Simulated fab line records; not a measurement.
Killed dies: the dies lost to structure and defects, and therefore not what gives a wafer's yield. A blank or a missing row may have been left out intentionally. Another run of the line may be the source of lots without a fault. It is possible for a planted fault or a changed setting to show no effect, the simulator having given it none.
Chamber matching    flow nand-harc    NHARC_A_CHANNEL_FILL_D2_ALD_14 on ald-hk-03 has 4 sister chambers
The step deposits SiO2, target thk 2.5 nm, pulse time 10 s, ald cycles 25. 4 wafers are shown with their chamber, then 7 later ones without.

## WAFERS, EACH WITH ITS CHAMBER
wafer   chamber  heater-power-w (W)
L534.3  0        441
L535.4  2        448
L541.1  3        514
L541.4  1        551

## WAFERS WHOSE CHAMBER IS MISSING
wafer   heater-power-w (W)
L541.6  451
L546.2  520
L546.3  567
L546.6  521
L549.3  460
L549.5  522
L549.6  450

## WHICH CHAMBER EACH WENT THROUGH
wafer   from the rows above      in truth
L541.6  can't be placed: 2 or 0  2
L546.2  3                        3
L546.3  1                        1
L546.6  3                        3
L549.3  can't be placed: 2 or 0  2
L549.5  3                        3
L549.6  can't be placed: 2 or 0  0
Correct placement for 4 of the 7. Cannot be placed on the basis of these rows: 3; the candidates contain the true chamber in 3. Number placed wrongly: 0.
How it was worked out, from the rows above alone: a wafer's distance from a chamber is the root of the sum, over the readings, of the square of ((its reading less the chamber's mean) divided by the reading's scatter). The wafer belongs to the nearest chamber; if the next one is less than 2 further off, it can't be placed. Each chamber's mean is taken over the wafers shown for it. The scatter: with one shown wafer a chamber, the root of the mean of the squares of how far each hidden wafer lies from its nearest shown one.
